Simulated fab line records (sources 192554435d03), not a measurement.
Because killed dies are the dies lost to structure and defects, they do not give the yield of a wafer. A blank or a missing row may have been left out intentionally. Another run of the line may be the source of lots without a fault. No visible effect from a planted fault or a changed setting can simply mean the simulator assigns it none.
Which tool is to blame? | flow n5Finfet | 24 lots with 72 wafers sampled at 4 steps, on a route of 1938 steps

## WHAT EACH GAUGE READ, for each wafer
N5_BEOL_M15_RS_MEAS_54: measures by four-point-probe. Usual: for M15_RS the level is 0.0215 ohm/sq and the standard deviation is 0.00048.
lot  | measured     | on           | M15_RS (ohm/sq)      | flag
L075 | day 11 23:07 | filmMetro-01 | 0.0213 0.0215 0.0220 | 
L074 | day 12 01:35 | filmMetro-02 | 0.0218 0.0223 0.0214 | 
L076 | day 12 11:44 | filmMetro-02 | 0.0213 0.0217 0.0220 | 
L077 | day 12 16:41 | filmMetro-01 | 0.0212 0.0217 0.0215 | 
L079 | day 13 12:20 | filmMetro-02 | 0.0213 0.0219 0.0207 | 
L078 | day 13 12:38 | filmMetro-02 | 0.0217 0.0211 0.0211 | 
L080 | day 13 15:19 | filmMetro-02 | 0.0220 0.0210 0.0214 | 
L081 | day 13 18:28 | filmMetro-02 | 0.0210 0.0207 0.0207 | 
L082 | day 14 04:03 | filmMetro-02 | 0.0222 0.0217 0.0216 | 
L085 | day 15 10:56 | filmMetro-02 | 0.0212 0.0209 0.0219 | 
L086 | day 15 14:07 | filmMetro-02 | 0.0207 0.0221 0.0205 | 
L083 | day 15 16:31 | filmMetro-01 | 0.0210 0.0224 0.0213 | 
L084 | day 15 16:47 | filmMetro-02 | 0.0213 0.0212 0.0212 | 
L088 | day 15 17:25 | filmMetro-02 | 0.0211 0.0219 0.0214 | 
L087 | day 15 22:53 | filmMetro-02 | 0.0219 0.0214 0.0220 | 
L091 | day 16 06:17 | filmMetro-02 | 0.0220 0.0213 0.0221 | 
L089 | day 16 06:45 | filmMetro-01 | 0.0220 0.0216 0.0216 | 
L090 | day 16 05:31 | filmMetro-02 | 0.0209 0.0218 0.0216 | 
L092 | day 17 08:32 | filmMetro-02 | 0.0219 0.0214 0.0214 | 
L094 | day 17 10:41 | filmMetro-01 | 0.0212 0.0222 0.0207 | 
L095 | day 17 15:50 | filmMetro-02 | 0.0220 0.0215 0.0216 | 
L093 | day 18 07:03 | filmMetro-01 | 0.0212 0.0218 0.0214 | 
L097 | day 18 13:19 | filmMetro-01 | 0.0208 0.0213 0.0224 | 
L096 | day 18 17:52 | filmMetro-01 | 0.0214 0.0206 0.0211 | 

## WHAT TOOL EACH LOT RAN ON (gives the tool, then ch and the chambers of the sampled wafers, and finally the start)
lot  | N5_BEOL_M15_STRIP_64                         | N5_BEOL_M15_ETCH_57               | N5_BEOL_M15_SPUTTER_45
L075 | rieDiel-03 ch 1,2,3, day 11 15:05 or earlier | rieDiel-03 ch 0,1,2, day 11 15:05 | pvdSputter-03, day 11 22:02
L074 | rieDiel-02 ch 2,3, day 11 20:50 or earlier   | rieDiel-06 ch 0,1,2, day 11 20:50 | pvdSputter-03, day 11 23:58
L076 | rieDiel-03 ch 1,2, day 12 07:51 or earlier   | rieDiel-02 ch 1,2, day 12 07:51   | pvdSputter-01, day 12 10:40
L077 | rieDiel-06 ch 0,1,2, day 12 12:55 or earlier | rieDiel-06 ch 0,1,2, day 12 12:55 | pvdSputter-03, day 12 15:37
L079 | rieDiel-06 ch 0,1,2, day 13 08:00 or earlier | rieDiel-02 ch 0,3, day 13 08:00   | pvdSputter-03, day 13 11:16
L078 | rieDiel-03 ch 0,1,3, day 13 08:19 or earlier | rieDiel-06 ch 0,1,2, day 13 08:19 | pvdSputter-01, day 13 11:33
L080 | rieDiel-03 ch 1,3, day 13 09:24 or earlier   | rieDiel-02 ch 0,3, day 13 09:24   | pvdSputter-01, day 13 14:14
L081 | rieDiel-03 ch 0,3, day 13 13:53 or earlier   | rieDiel-03 ch 0,1,2, day 13 13:53 | pvdSputter-02, day 13 17:23
L082 | rieDiel-06 ch 0,2,3, day 13 23:17 or earlier | rieDiel-02 ch 2,3, day 13 23:17   | pvdSputter-03, day 14 02:58
L085 | rieDiel-03 ch 0,1, day 15 04:43 or earlier   | rieDiel-02 ch 0,1,3, day 15 04:43 | pvdSputter-01, day 15 09:24
L086 | rieDiel-02 ch 0,1,2, day 15 04:55 or earlier | rieDiel-03 ch 0,2,3, day 15 04:55 | pvdSputter-02, day 15 12:55
L083 | rieDiel-03 ch 0,2,3, day 15 05:17 or earlier | rieDiel-06 ch 0,1,2, day 15 05:17 | pvdSputter-01, day 15 15:10
L084 | rieDiel-02 ch 1,2,3, day 15 09:26 or earlier | rieDiel-06 ch 0,1, day 15 09:26   | pvdSputter-03, day 15 15:31
L088 | rieDiel-02 ch 2,3, day 15 11:55 or earlier   | rieDiel-06 ch 0,2, day 15 11:55   | pvdSputter-01, day 15 15:34
L087 | rieDiel-02 ch 0,1,3, day 15 17:04 or earlier | rieDiel-02 ch 0,1,2, day 15 17:04 | pvdSputter-01, day 15 21:43
L091 | rieDiel-06 ch 0,3, day 15 21:44 or earlier   | rieDiel-03 ch 0,3, day 15 21:44   | pvdSputter-02, day 16 05:04
L089 | rieDiel-02 ch 0,1,3, day 15 23:18 or earlier | rieDiel-02 ch 0,2,3, day 15 23:18 | pvdSputter-01, day 16 05:05
L090 | rieDiel-03 ch 0,3, day 16 00:56 or earlier   | rieDiel-06 ch 0,2,3, day 16 00:56 | pvdSputter-03, day 16 04:26
L092 | rieDiel-06 ch 2,3, day 17 01:05 or earlier   | rieDiel-03 ch 0,1, day 17 01:05   | pvdSputter-03, day 17 07:27
L094 | rieDiel-06 ch 2,3, day 17 02:01 or earlier   | rieDiel-03 ch 1,2,3, day 17 02:01 | pvdSputter-01, day 17 09:34
L095 | rieDiel-03 ch 1,2,3, day 17 10:10 or earlier | rieDiel-03 ch 0,1,2, day 17 10:10 | pvdSputter-03, day 17 14:43
L093 | rieDiel-03 ch 0,2,3, day 17 23:59 or earlier | rieDiel-03 ch 1,2, day 17 23:59   | pvdSputter-01, day 18 05:52
L097 | rieDiel-02 ch 0,1,3, day 18 08:14 or earlier | rieDiel-06 ch 0,1,3, day 18 08:14 | pvdSputter-02, day 18 12:13
L096 | rieDiel-02 ch 0,2,3, day 18 09:16 or earlier | rieDiel-06 ch 0,2, day 18 09:16   | pvdSputter-02, day 18 16:02
- N5_BEOL_M15_STRIP_64: strips in O2.
- N5_BEOL_M15_ETCH_57: etches SOC in N2/H2, time 750 s.
- N5_BEOL_M15_SPUTTER_45: material Cu, target thk 100 nm, time 16.67 s.

## WHAT THE TOOLS THEMSELVES READ (means of the sampled wafers that have a number; where no wafer has one, the mark that the record gives instead)
N5_BEOL_M15_STRIP_64. Usual: drypumpMotorCurrentA 5.7 A, standard deviation 0.38; oesProductAu 0.82 a.u., standard deviation 0.094; rfVppV 3.7 V, standard deviation 0.56; showerheadPlenumPTorr 2.12 Torr, standard deviation 0.063; throttleValvePct 16.60 %, standard deviation 0.27.
lot  | tool       | drypumpMotorCurrentA (A) | oesProductAu (a.u.) | rfVppV (V) | showerheadPlenumPTorr (Torr) | throttleValvePct (%) | flag
L075 | rieDiel-03 | 5.6                      | 0.88                | 3.8        | 2.06                         | 16.53                | 
L074 | rieDiel-02 | 5.4                      | 0.70                | 3.9        | 2.17                         | 16.81                | 
L076 | rieDiel-03 | 5.6                      | 0.95                | 3.2        | 2.05                         | 16.35                | 
L077 | rieDiel-06 | 5.7                      | 0.76                | 3.8        | 2.16                         | 16.86                | 
L079 | rieDiel-06 | 5.7                      | 0.76                | 3.5        | 2.16                         | 16.87                | 
L078 | rieDiel-03 | 5.4                      | 0.80                | 3.3        | 2.09                         | 16.62                | 
L080 | rieDiel-03 | 5.5                      | 0.78                | 4.1        | 2.05                         | 16.62                | 
L081 | rieDiel-03 | 5.4                      | 0.74                | 3.2        | 2.15                         | 16.80                | 
L082 | rieDiel-06 | 5.7                      | 0.83                | 3.8        | 2.15                         | 16.69                | 
L085 | rieDiel-03 | 5.4                      | 0.79                | 4.2        | 2.14                         | 16.63                | 
L086 | rieDiel-02 | 5.9                      | 0.79                | 3.9        | 2.15                         | 16.59                | 
L083 | rieDiel-03 | 5.6                      | 0.78                | 4.0        | 2.10                         | 16.75                | 
L084 | rieDiel-02 | 5.6                      | 0.79                | 3.7        | 2.13                         | 16.55                | 
L088 | rieDiel-02 | 5.4                      | 0.87                | 3.5        | 2.16                         | 16.52                | 
L087 | rieDiel-02 | 6.0                      | 0.86                | 3.8        | 2.15                         | 16.33                | 
L091 | rieDiel-06 | 5.6                      | 0.86                | 4.0        | 2.13                         | 16.53                | 
L089 | rieDiel-02 | 6.0                      | 0.86                | 3.8        | 2.15                         | 16.33                | 
L090 | rieDiel-03 | 5.4                      | 0.73                | 3.7        | 2.14                         | 16.83                | 
L092 | rieDiel-06 | 5.8                      | 0.82                | 3.2        | 2.15                         | 16.65                | 
L094 | rieDiel-06 | 6.0                      | 0.77                | 3.7        | 2.16                         | 16.85                | 
L095 | rieDiel-03 | 5.6                      | 0.90                | 3.3        | 2.04                         | 16.42                | 
L093 | rieDiel-03 | 5.6                      | 0.84                | 4.0        | 2.10                         | 16.60                | 
L097 | rieDiel-02 | 6.1                      | 0.83                | 4.2        | 2.14                         | 16.36                | 
L096 | rieDiel-02 | 5.7                      | 0.82                | 4.1        | 2.17                         | 16.61                | 

N5_BEOL_M15_ETCH_57. Usual: drypumpMotorCurrentA 5.7 A, standard deviation 0.38; oesProductAu 0.82 a.u., standard deviation 0.1; rfVppV 524.8 V, standard deviation 2; showerheadPlenumPTorr 2.58 Torr, standard deviation 0.072; throttleValvePct 17.70 %, standard deviation 0.25.
lot  | tool       | drypumpMotorCurrentA (A) | oesProductAu (a.u.) | rfVppV (V) | showerheadPlenumPTorr (Torr) | throttleValvePct (%) | flag
L075 | rieDiel-03 | 5.5                      | 0.89                | 523.4      | 2.54                         | 17.57                | 
L074 | rieDiel-06 | 5.8                      | 0.76                | 525.3      | 2.61                         | 17.85                | 
L076 | rieDiel-02 | 5.4                      | 0.73                | 525.6      | 2.60                         | 17.84                | 
L077 | rieDiel-06 | 5.7                      | 0.75                | 525.0      | 2.61                         | 17.86                | 
L079 | rieDiel-02 | 6.3                      | 0.99                | 528.3      | 2.69                         | 17.49                | 
L078 | rieDiel-06 | 5.8                      | 0.74                | 525.4      | 2.60                         | 17.87                | 
L080 | rieDiel-02 | 6.3                      | 0.98                | 526.9      | 2.69                         | 17.50                | 
L081 | rieDiel-03 | 5.5                      | 0.86                | 524.0      | 2.53                         | 17.59                | 
L082 | rieDiel-02 | 5.3                      | 0.80                | 526.5      | 2.61                         | 17.78                | 
L085 | rieDiel-02 | 6.1                      | 0.86                | 525.3      | 2.62                         | 17.50                | 
L086 | rieDiel-03 | 5.6                      | 0.78                | 524.1      | 2.54                         | 17.85                | 
L083 | rieDiel-06 | 5.7                      | 0.84                | 524.9      | 2.60                         | 17.73                | 
L084 | rieDiel-06 | 5.7                      | 0.92                | 525.5      | 2.59                         | 17.54                | 
L088 | rieDiel-06 | 5.9                      | 0.75                | 526.5      | 2.61                         | 17.91                | 
L087 | rieDiel-02 | 5.9                      | 0.78                | 526.1      | 2.63                         | 17.75                | 
L091 | rieDiel-03 | 5.5                      | 0.70                | 523.0      | 2.56                         | 18.05                | 
L089 | rieDiel-02 | 5.8                      | 0.84                | 525.6      | 2.64                         | 17.66                | 
L090 | rieDiel-06 | 5.7                      | 0.79                | 525.4      | 2.60                         | 17.80                | 
L092 | rieDiel-03 | 5.4                      | 0.78                | 523.8      | 2.58                         | 17.79                | 
L094 | rieDiel-03 | 5.6                      | 0.91                | 521.8      | 2.48                         | 17.51                | 
L095 | rieDiel-03 | 5.6                      | 0.83                | 523.8      | 2.52                         | 17.64                | 
L093 | rieDiel-03 | 5.7                      | 0.87                | 522.4      | 2.46                         | 17.46                | 
L097 | rieDiel-06 | 5.6                      | 0.85                | 525.1      | 2.58                         | 17.64                | 
L096 | rieDiel-06 | 5.6                      | 0.75                | 524.8      | 2.57                         | 17.85                | 

N5_BEOL_M15_SPUTTER_45. Usual: 30.0 % for throttleValvePct, sd 1.1.
lot  | tool          | throttleValvePct (%) | flag
L075 | pvdSputter-03 | 29.6                 | 
L074 | pvdSputter-03 | 29.0                 | 
L076 | pvdSputter-01 | 30.3                 | 
L077 | pvdSputter-03 | 29.5                 | 
L079 | pvdSputter-03 | 29.7                 | 
L078 | pvdSputter-01 | 29.7                 | 
L080 | pvdSputter-01 | 29.8                 | 
L081 | pvdSputter-02 | 31.0                 | 
L082 | pvdSputter-03 | 29.1                 | 
L085 | pvdSputter-01 | 29.5                 | 
L086 | pvdSputter-02 | 31.3                 | 
L083 | pvdSputter-01 | 29.7                 | 
L084 | pvdSputter-03 | 29.7                 | 
L088 | pvdSputter-01 | 29.8                 | 
L087 | pvdSputter-01 | 30.6                 | 
L091 | pvdSputter-02 | 30.8                 | 
L089 | pvdSputter-01 | 29.6                 | 
L090 | pvdSputter-03 | 29.1                 | 
L092 | pvdSputter-03 | 29.2                 | 
L094 | pvdSputter-01 | 30.4                 | 
L095 | pvdSputter-03 | 29.1                 | 
L093 | pvdSputter-01 | 30.6                 | 
L097 | pvdSputter-02 | 31.2                 | 
L096 | pvdSputter-02 | 30.1                 | 

## THE ANSWER, worked out from the rows above alone
Rule: a lot is off if the mean of its wafers that have a number lies more than 3 standard deviations from the usual mean. A lot without any number at a reading at which 4 lots or more have one is off too. The other lots that the step has rows for count as sound. Order of review: gauges by route order, followed by the tools' own readings, for which a lot's mean as printed above is used. At the first step where some lot is off, the reading lying furthest off is the one used; lots without a number count as furthest.
None of the lots is off at any reading shown; this tells nothing.

## WHAT THE SIMULATOR HAD INSERTED
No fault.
